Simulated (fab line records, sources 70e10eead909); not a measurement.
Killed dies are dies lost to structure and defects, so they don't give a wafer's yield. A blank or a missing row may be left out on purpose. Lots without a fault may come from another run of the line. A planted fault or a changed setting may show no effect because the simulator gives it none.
fab line records | flow nand_harc
record lots=12 wafers=36 last_day=32
route steps=1302 shown A_SLIT@943 A_WL_FILL@972 A_CONTACT@983
lots that met no fault: from a run of the same line without faults
start_h: hours from the record's first day to the start of the lot's first wafer shown | wait_h: hours since the lot's step before | " the same as in the row above | L1.1+2: a row that stands for several wafers | - no value, or no start given | * or withheld: withheld | < > ~ a bound
route shown NAME@n: a module of which the file shows steps, and the number in the route of the first | usual: mean/standard deviation of fault-free wafers | same: alike in all rows | chamber/n: place in a boat | sites: the reading at each site | _std_site: their standard deviation | _edge_site: outer sites' mean less inner sites' | radius_mm: how far each site lies from the wafer's centre | mask NAME#n: copy n | behind: the tool/chamber that last shaped the wafer | hold: why the lot was held/for how many hours/how that ended | device: the transistor (n, p or np) that didn't switch | end of line: the same wafers' tests at the end of the route | a step without rows: its recipe alone | killed: dies lost to structure and defects at the first sort, not the wafer's yield | map: a wafer's dies, x killed, . not, _ none there
set.NAME: the setting as run; set.NAME@STEP: as run at that earlier step | model.NAME: the simulator's own value behind a step, which no gauge read
steps of the route over a sample of lots; a table a step, a row a wafer
services: from which hour (start_h, from the record's first day; less than 0 if before it) a tool's chamber was out of use, for how many hours, and why
## steps
# step NHARC_A_SLIT_STRIP_18
# recipe o2_flow_sccm=500 ar_flow_sccm=0 bias_w=0 chemistry=O2
# usual drypump_motor_current_A=5.7/0.5 oes_product_au=0.996/0.012 rf_vpp_V=57.9/0.87 showerhead_plenum_p_Torr=3.56/0.11 throttle_valve_pct=17.037/0.0088
# columns lot.wafer tool chamber start_h wait_h drypump_motor_current_A oes_product_au rf_hours_counter_h rf_vpp_V showerhead_plenum_p_Torr throttle_valve_pct
L114.3 rie_diel-05 3 - - 5.7 0.997 2 58.1 3.59 17.023
L114.2 " 1 " " 5.8 1.019 2 57.3 3.64 17.037
L114.6 " 3 " " 5.8 1.000 - 57.0 3.59 17.041
L115.3 rie_diel-10 2 - - 5.3 1.010 3 57.1 3.37 17.036
L115.6 " 0 " " 6.6 1.003 - 56.5 3.47 17.034
L115.5 " 1 " " 6.4 1.000 - 58.3 3.66 17.046
L116.4 rie_diel-03 3 - - 5.5 1.005 0 57.6 3.48 17.029
L116.2 " 1 " " 5.2 0.992 0 57.6 3.73 17.045
L116.5 " 0 " " 5.3 0.983 - 57.4 3.66 17.039
L120.1 rie_diel-10 0 - - 6.6 0.999 5 57.9 3.47 17.033
L120.3 " 2 " " 5.3 1.009 7 57.2 3.37 17.028
L120.5 " 0 " " 6.6 1.010 - 57.4 3.47 17.037
L121.1 rie_diel-05 0 - - 6.2 0.990 3 58.0 3.43 17.048
L121.4 " 2 " " 5.8 1.011 7 57.4 3.65 17.037
L121.6 " 0 " " 6.2 0.997 - 58.6 3.43 17.034
L123.1 rie_diel-10 2 - - 5.3 1.008 10 58.1 3.37 17.034
L123.2 " 3 " " 6.2 0.992 10 56.6 3.54 17.031
L123.6 " 1 " " 6.4 1.010 - 58.5 3.65 17.038
L125.1 rie_diel-03 2 - - 5.2 0.992 5 59.8 3.57 17.056
L125.3 " 0 " " 5.3 0.983 5 57.0 3.66 17.045
L125.6 " 2 " " 5.2 0.985 - 57.7 3.57 17.028
L132.3 rie_diel-03 1 - - 5.2 0.975 11 57.1 3.73 17.022
L132.5 " 2 " " 5.2 1.002 - 57.6 3.57 17.049
L132.6 " 3 " " 5.5 1.006 - 58.3 3.47 17.036
L131.1 rie_diel-10 0 - - 6.6 0.990 2 56.3 3.47 17.052
L131.6 " 3 " " 6.2 0.988 - 59.0 3.54 17.046
L131.5 " 0 " " 6.6 0.999 - 57.2 3.47 17.035
L136.1 rie_diel-05 0 - - 6.2 0.996 5 58.6 3.42 17.038
L136.2 " 1 " " 5.8 1.017 4 57.6 3.63 17.036
L136.4 " 2 " " 5.8 1.013 5 58.4 3.65 17.031
L135.2 rie_diel-03 2 - - 5.2 0.994 3 57.0 3.57 17.047
L135.4 " 0 " " 5.3 0.984 4 57.2 3.66 17.035
L135.5 " 2 " " 5.2 0.992 - 59.0 3.57 17.051
L137.3 rie_diel-03 2 - - 5.2 0.992 3 57.8 3.57 17.035
L137.2 " 0 " " 5.3 0.985 4 57.4 3.66 17.022
L137.1 " 1 " " 5.2 1.011 4 59.2 3.72 17.047
# step NHARC_A_WL_FILL_ETCHBACK_26
# recipe target_depth_a=520 time_s=13.3 hbr_flow_sccm=150 rf_w=350 icp_w=350 bias_w=60 chemistry=HBr
# usual drypump_motor_current_A=5.5/0.48 oes_product_au=1.005/0.009 throttle_valve_pct=23.266/0.0093
# columns lot.wafer tool chamber start_h wait_h drypump_motor_current_A oes_product_au rf_hours_counter_h throttle_valve_pct
L114.2 rie_si-06 1 460.92 0.4 5.9 1.007 0.3 23.277
L114.3 " 2 " " 6.7 1.023 0.4 23.262
L114.6 " 0 " " 6.1 1.008 - 23.262
L115.3 rie_si-06 1 464.79 0.4 5.8 1.001 0.4 23.251
L115.6 " 3 " " 5.5 0.991 - 23.270
L115.5 " 0 " " 6.1 0.996 - 23.257
L116.4 rie_si-03 3 486.15 0.4 5.3 1.002 0.6 23.265
L116.2 " 1 " " 4.7 0.991 0.6 23.263
L116.5 " 2 " " 5.7 1.000 - 23.250
L120.3 rie_si-05 3 520.41 0.4 5.5 1.020 0.4 23.286
L120.1 " 1 " " 5.8 1.001 0.4 23.267
L120.5 " 3 " " 5.5 1.025 - 23.287
L121.4 rie_si-05 0 542.84 0.4 5.3 1.002 0.5 23.266
L121.1 " 2 " " 5.0 1.007 0.4 23.279
L121.6 " 0 " " 5.3 0.995 - 23.262
L123.2 rie_si-06 3 555.47 0.4 5.5 0.984 1.0 23.277
L123.1 " 1 " " 5.9 1.014 0.9 23.264
L123.6 " 2 " " 6.7 0.996 - 23.264
L125.3 rie_si-03 0 566.19 0.4 5.3 0.989 0.1 23.274
L125.1 " 1 " " 4.7 1.004 0.1 23.265
L125.6 " 0 " " 5.3 1.009 - 23.260
L131.1 rie_si-05 0 634.65 0.4 5.3 1.004 1.2 23.252
L131.5 " 3 " " 5.5 1.014 - 23.271
L131.6 " 0 " " 5.3 1.009 - 23.255
L132.3 rie_si-03 1 634.65 0.4 4.7 1.004 0.6 23.253
L132.6 " 0 " " 5.3 1.019 - 23.250
L132.5 " 1 " " 4.7 1.006 - 23.276
L135.4 rie_si-03 0 676.16 0.4 5.3 1.020 0.8 23.257
L135.2 " 2 " " 5.6 1.011 0.8 23.257
L135.5 " 1 " " 4.7 0.997 - 23.266
L136.1 rie_si-06 1 676.16 0.4 5.9 1.006 0.6 23.282
L136.2 " 3 " " 5.5 0.996 0.3 23.257
L136.4 " 0 " " 6.0 0.981 0.6 23.256
L137.2 rie_si-03 2 684.90 0.4 5.6 1.006 0.9 23.268
L137.3 " 3 " " 5.3 1.007 0.9 23.289
L137.1 " 0 " " 5.3 0.999 0.9 23.266
# step NHARC_A_CONTACT_DEP_24
# recipe target_thk_a=5000 temp_c=400 pressure_torr=6.5 rf_w=900 teos_flow_sccm=161.4 flow_sccm=2650 target_thk_nm=500 gas=O2 material=SiO2
# usual heater_power_w=539/71 mfc_precursor_sccm=161.4/0.5 throttle_valve_pct=15.7/0.34
# columns lot.wafer tool chamber start_h wait_h heater_power_w mfc_precursor_sccm throttle_valve_pct
L114.3 pecvd-01 1 462.09 0.1 499 161.1 15.3
L114.2 " 0 " " 598 161.0 15.8
L114.6 " 2 " " 547 161.2 16.2
L115.3 pecvd-01 0 466.00 0.1 540 161.3 15.5
L115.5 " 2 " " 539 161.1 16.1
L115.6 " 1 " " 526 160.2 15.5
L116.2 pecvd-01 1 487.31 0.1 556 161.6 15.8
L116.4 " 1 " " 563 161.6 15.5
L116.5 " 0 " " 551 161.0 15.8
L120.3 pecvd-04 0 521.67 0.1 631 161.8 15.8
L120.1 " 1 " " 362 161.3 16.5
L120.5 " 0 " " 640 161.5 15.7
L121.1 pecvd-03 1 544.02 0.1 488 161.5 16.0
L121.6 " 1 " " 497 161.5 15.9
L121.4 " 2 " " 472 133.8 15.1
L123.2 pecvd-03 0 556.64 0.1 617 161.7 15.1
L123.1 " 2 " " 484 134.7 15.0
L123.6 " 1 " " 477 161.3 16.1
L125.3 pecvd-01 1 567.37 0.1 558 162.0 15.8
L125.1 " 2 " " 569 161.5 15.9
L125.6 " 0 " " 645 161.5 15.9
L131.1 pecvd-04 2 635.94 0.2 512 161.3 15.8
L131.5 " 0 " " 659 161.5 16.0
L131.6 " 1 " " 439 161.1 15.9
L132.3 pecvd-03 1 635.96 0.2 541 161.4 16.3
L132.5 " 0 " " 467 160.6 15.4
L132.6 " 1 " " 570 161.3 16.2
L136.1 pecvd-03 1 677.42 0.1 481 160.3 16.3
L136.2 " 2 " " 607 161.3 15.7
L136.4 " 2 " " 625 161.5 16.1
L135.2 pecvd-04 2 677.59 0.1 553 161.3 15.5
L135.5 " 1 " " 386 161.9 15.9
L135.4 " 0 " " 659 161.6 16.0
L137.2 pecvd-04 2 686.09 0.1 439 161.7 15.4
L137.3 " 0 " " 607 161.3 16.2
L137.1 " 1 " " 451 161.8 16.0
# step NHARC_A_CONTACT_DEP_29
# recipe target_thk_a=1000 target_thk_nm=100 temp_c=400 pressure_torr=3.5 flow_sccm=200 rf_w=350 material=SiON
# usual heater_power_w=743/66
# columns lot.wafer tool chamber start_h wait_h heater_power_w
L114.2 pecvd-03 0 466.99 2.9 837
L114.3 " 2 " " 701
L114.6 " 2 " " 712
L115.3 pecvd-03 1 473.17 2.2 757
L115.5 " 2 " " 744
L115.6 " 1 " " 772
L116.2 pecvd-04 0 492.65 2.9 828
L116.5 " 2 " " 671
L116.4 " 1 " " 621
L120.3 pecvd-01 2 526.47 2.1 668
L120.1 " 1 " " 778
L120.5 " 0 " " 806
L121.1 pecvd-01 0 549.50 3.6 870
L121.6 " 1 " " 724
L121.4 " 2 " " 773
L123.2 pecvd-04 0 564.10 2.8 854
L123.1 " 2 " " 627
L123.6 " 2 " " 633
L125.1 pecvd-03 0 575.27 3.5 778
L125.3 " 1 " " 713
L125.6 " 0 " " 780
L131.1 pecvd-04 2 641.04 3.6 709
L131.6 " 1 " " 603
L131.5 " 2 " " 725
L132.3 pecvd-01 1 641.20 2.2 741
L132.5 " 0 " " 825
L132.6 " 2 " " 770
L136.1 pecvd-01 2 682.21 3.5 726
L136.2 " 1 " " 780
L136.4 " 2 " " 718
L135.2 pecvd-01 2 683.63 2.9 747
L135.4 " 0 " " 794
L135.5 " 2 " " 775
L137.3 pecvd-01 1 694.04 2.1 759
L137.2 " 2 " " 706
L137.1 " 0 " " 813
## services
# columns tool chamber start_h hours kind
rie_si-03 1 422.48 18.5 repair
pecvd-03 - 424.43 0.6 repair
pecvd-04 - 426.49 13.0 pm
rie_diel-03 - 434.30 9.0 pm
pecvd-01 - 468.26 13.0 pm
rie_si-03 2 469.68 3.2 repair
rie_diel-03 3 512.88 5.9 repair
pecvd-01 1 513.91 4.2 repair
rie_si-03 1 516.56 1.1 repair
rie_diel-03 1 522.15 7.5 repair
pecvd-03 - 527.85 13.0 pm
pecvd-01 1 539.24 6.0 repair
rie_si-03 - 546.53 0.1 repair
rie_diel-03 0 549.00 8.6 repair
rie_si-03 - 549.31 0.2 repair
rie_si-03 - 551.00 9.0 pm
rie_diel-03 - 562.34 0.5 repair
rie_si-03 2 562.71 11.4 repair
rie_si-03 3 583.29 2.9 repair
rie_diel-03 - 587.09 13.5 repair
pecvd-03 - 602.45 2.7 repair
pecvd-04 - 607.49 13.0 pm
pecvd-03 - 629.73 1.5 repair
pecvd-01 - 649.26 13.0 pm
## key
first_sign step=NHARC_A_CONTACT_DEP_24 reading=mfc_precursor_sccm direction=down sigmas=54 usual=161.4 struck=134.2
effect none on later readings
met_at NHARC_A_CONTACT_DEP_24
struck_lots L121,L123
struck_wafers L121.4,L123.1
tester_left_out L121,L123
not_acting_at NHARC_A_SLIT_STRIP_18,NHARC_A_WL_FILL_ETCHBACK_26,NHARC_A_CONTACT_DEP_29
fault kind=process_parameter_drift tool=pecvd-03 chamber=2 onset_h=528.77 steps=NHARC_A_CONTACT_DEP_24 channel=teos_flow_sccm offset=* shape=step end_h=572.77 acts_in=* stated=*
# tester_left_out: of these lots the tester's yield and bins aren't shown, on N5 and GAA mostly nor the transistor test; their killed dies are dies lost to structure and defects alone, not to doping, threshold or leakage, so they don't give the yield
